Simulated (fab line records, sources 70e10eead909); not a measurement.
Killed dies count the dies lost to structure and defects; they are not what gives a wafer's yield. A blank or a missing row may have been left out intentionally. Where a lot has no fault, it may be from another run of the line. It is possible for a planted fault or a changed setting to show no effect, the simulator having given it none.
Comparing a struck lot with a sound one || flow nand_harc || 16 steps out of a route of 1302
Sound: these wafers, L616.1, L616.2, L616.3. Struck: wafers L622.4, L622.6 (left out: L622.5, a lot-mate that was not struck); the cause follows at the end.
Per side, at each step with rows, come the tool, then ch with its chambers, and then its first start. Under that, the readings that differ: sound wafers || struck wafers || difference of the means || sigmas: that difference in standard deviations of wafers without a fault.
alike: same words and numbers on both sides, and readings whose means sit less than 2 such deviations apart. not compared: any withheld reading, any reading some wafer has no value for, any bound like >300 that may hide the same value, and any number with overlapping values for which the record gives no deviation.
The two part at a step that has a row with sigmas, a row that says differs or no value, or rows on one side only. When numbers do not overlap yet have no deviation, they are printed without sigmas and do not part them. A reading missing from all wafers of one side parts the sides only when that side holds two or more wafers.

NHARC_A_M1_PRE_CLEAN_30: time 30 s.
  sound on pvd_sputter-02; struck on pvd_sputter-01
  alike: heater_power_w
then, 1 step without rows for these wafers: NHARC_A_M1_PVD_20 (deposits TaN, target thk 5 nm, time 8.06 s).
NHARC_A_M1_PVD_21: deposits Cu, target thk 30 nm, time 20.49 s.
  sound on pvd_sputter-02; struck on pvd_sputter-01
  alike: throttle_valve_pct
then, 1 step without rows for these wafers: NHARC_A_M1_ECD_22 (material Cu, target thk 400 nm).
NHARC_A_M1_ANNEAL_31: time 90 s.
  sound on rtp_anneal-01 ch 0, day 24 20:04; struck on rtp_anneal-02 ch 0, day 26 23:34
  alike: wafer_temp_C_max
then, 1 step without rows for these wafers: NHARC_A_M1_CMP_23 (polishes, t overpolish 20 s, target thk 154.34 nm).
NHARC_A_M1_THK_MEAS_24: measures by xrf.
  sound: film_metro-02 at day 24 20:43; struck: film_metro-02 at day 27 00:04
  alike: thk_nm
next, for these wafers, 1 step has no rows: NHARC_A_M1_SRD_25.
NHARC_A_M1_INSPECT_27:
  sound: defect_inspect-02 at day 24 20:52; struck: defect_inspect-01 at day 27 00:13
  alike: raw_defect_count
then, 1 step without rows for these wafers: NHARC_A_M1_PRE_CLEAN_32 (time 12 s).
NHARC_A_M1_DEP_33: deposits SiCN, target thk 30 nm.
  sound on pecvd-04 ch 0,1,2, day 24 21:01; struck on pecvd-04 ch 1,2, day 27 00:30
  alike: heater_power_w
NHARC_A_BONDPAD_DEP_00: deposits SiCN, target thk 250 nm.
  sound on pecvd-01 ch 0,1,2, day 24 21:34; struck on pecvd-01 ch 1,2, day 27 01:04
  alike: heater_power_w
NHARC_A_BONDPAD_CMP_29: polishes SiCN, target thk 200 nm.
  sound on cmp-01 ch 1,2,3, day 24 21:59; struck on cmp-04 ch 3, day 27 01:22
  alike: motor_current_A
NHARC_A_BONDPAD_THK_MEAS_30: measures by ellipsometry.
  sound: film_metro-01 at day 24 22:14; struck: film_metro-01 at day 27 01:35
{"reading": "thk_nm (nm)", "sound": "203.6 201.0 198.4", "struck": "145.4 153.1", "difference": -51.8, "sigmas": -32}
next, for these wafers, 1 step has no rows: NHARC_A_BONDPAD_SRD_31.
NHARC_END_SORT_01:
  the record has rows for the sound wafers here (prober-02 ch 0, day 27 11:49) and none for the struck ones

== WHERE THEY PART ==
First at NHARC_A_BONDPAD_THK_MEAS_30; last, within this record, at NHARC_END_SORT_01.

WHY: what the simulator had put in
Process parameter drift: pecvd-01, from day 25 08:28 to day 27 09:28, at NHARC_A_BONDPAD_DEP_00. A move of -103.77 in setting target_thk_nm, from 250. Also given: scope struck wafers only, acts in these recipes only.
